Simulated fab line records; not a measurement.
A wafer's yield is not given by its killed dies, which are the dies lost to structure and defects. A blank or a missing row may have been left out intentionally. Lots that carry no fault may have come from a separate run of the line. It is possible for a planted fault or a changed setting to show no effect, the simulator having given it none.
8D (eight disciplines) problem report, filled in by code	flow n5-finfet	the parts of the form that need people (team, actions taken, sign-off) are left out

== 1. WHAT IS WRONG ==
raw-defect-count at N5_BEOL_M4_INSPECT_59 reads a mean of 502 on 2 wafers of 2 lots; wafers without a fault read 73 with a standard deviation of 23. That is +19 standard deviations from the usual mean.
The step: inspects for defects (darkfield).
First observed at day 12 03:50: wafer L185.2, on defect-inspect-02. Wafers with a number at this step in the record: 27, from 9 lots. The rule behind "out" and "out of limits": a value lying over 4 standard deviations away from the usual mean. All remaining wafers that have a number are taken as sound.

== 2. WHAT IT IS, WHAT IT ISN'T ==
question	is	is not
which readings at this step	raw-defect-count	-
which lots	L185, L187	L170, L171, L174, L175, L178, L179, L180
which wafers of those lots	L185.2, L187.2	L185.3, L185.4, L187.1, L187.6
read on which gauges	defect-inspect-02	defect-inspect-01
when	from day 12 03:50	up to then (23 sound wafers); but 2 sound wafers of L187 came after

== 3. WHAT RULES OUT EACH SUSPECT ==
Counting: any tool at a process step up to the reading remains a suspect provided it ran every lot that is out. Sound lots after the first of them don't rule it out here, since some wafers of a struck lot are sound.
- the gauge at N5_BEOL_M4_INSPECT_59 has been ruled out. All the wafers that are out were read on defect-inspect-02, but those of them that N5_PASSIVATION_PROBE_49 has rows for are out there too, on other tools.
- pvd-sputter-01 at N5_BEOL_M4_ANNEAL_82 (time 240 s): kept. Every lot that is out went through it, the first being L185 (day 12 01:29); the last sound lot it ran before that was L180 (day 10 13:33).
- pvd-sputter-01 at N5_BEOL_M4_SPUTTER_94 (material Cu, target thk 4.5 nm, time 8.29 s): kept. Every lot that is out went through it, the first being L185 (day 12 02:30); the last sound lot it ran before that was L180 (day 10 14:34).
- cvd-co-02 at N5_BEOL_M4_PRE_CLEAN_60 (time 15 s): kept. Every lot that is out went through it, the first being L185 (day 12 03:35); the last sound lot it ran before that was L178 (day 10 08:18).
- Within cvd-co-02 at N5_BEOL_M4_PRE_CLEAN_60: the wafers that are out ran in chamber 0; their sound lot-mates ran in chambers 1, 2.
Still standing after the count: pvd-sputter-01 at N5_BEOL_M4_ANNEAL_82, pvd-sputter-01 at N5_BEOL_M4_SPUTTER_94, cvd-co-02 at N5_BEOL_M4_PRE_CLEAN_60.

== 4. THE CAUSE (what the simulator had put in) ==
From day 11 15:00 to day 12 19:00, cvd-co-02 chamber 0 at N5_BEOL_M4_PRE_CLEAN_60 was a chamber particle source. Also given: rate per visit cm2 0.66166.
Of the 3 suspects that counting leaves, this tool is one.

== 5. THE CHAIN OF EFFECTS, in route order ==
Rows list readings where the struck wafers' mean (over those with a number) sits beyond 3 standard deviations from the usual. Readings are gone through only where the record gives a usual standard deviation; hours: the median, over the lots, of the time from a lot's start at the first step in this table giving one to that lot's start at this step; sigmas: the change measured in usual standard deviations.
hours	step	reading	usual	on struck wafers	change	sigmas
0	N5_BEOL_M4_INSPECT_59	raw-defect-count	73	502	+428	+19
3	N5_BEOL_M5_INSPECT_13	raw-defect-count	443	1106	+664	+6.0
5	N5_BEOL_M5_INSPECT_30	raw-defect-count	437	1041	+604	+6.0
98	N5_PASSIVATION_PROBE_49	defect-limited-yield	91.7 %	85.1	-6.6	-5.5
98	N5_PASSIVATION_PROBE_49	killed_at_M4_up	13	88	+75	+15
98	N5_PASSIVATION_PROBE_49	killed-dies	97	176	+78	+5.6
98	N5_PASSIVATION_PROBE_49	killed-on-rim	13	28	+16	+4.1
98	N5_PASSIVATION_PROBE_49	sort_bin_5_function	4.8 %	8.5	+3.7	+4.5
98	N5_PASSIVATION_PROBE_49	sort_bin_6_memory	3.1 %	4.9	+1.8	+3.1
98	N5_PASSIVATION_PROBE_49	sort-n-pass	1083	1004	-78	-5.6
98	N5_PASSIVATION_PROBE_49	sort-yield-pct	91.7 %	85.1	-6.6	-5.5
Process steps it contains:
- N5_PASSIVATION_PROBE_49
Later measuring or inspecting steps at which every struck wafer that the step has a row for has a number for every such reading, and none has moved that far: N5_BEOL_M4_RC_MEAS_101.

== 6. HOW IT WOULD HAVE BEEN CAUGHT EARLIER ==
The first out-of-limits reading at a measuring or inspecting step in this record came at day 12 03:50, 13 hours after the fault's start at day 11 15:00.
No tool reading at N5_BEOL_M4_PRE_CLEAN_60 that has a usual standard deviation in the record was out on any struck wafer, so an alarm limit of 4 standard deviations on those readings would not have fired.
L187, from the lots that are out (2), started N5_BEOL_M4_PRE_CLEAN_60 on cvd-co-02 later than day 12 03:50. Had the tool been put on hold then, it would have been spared.
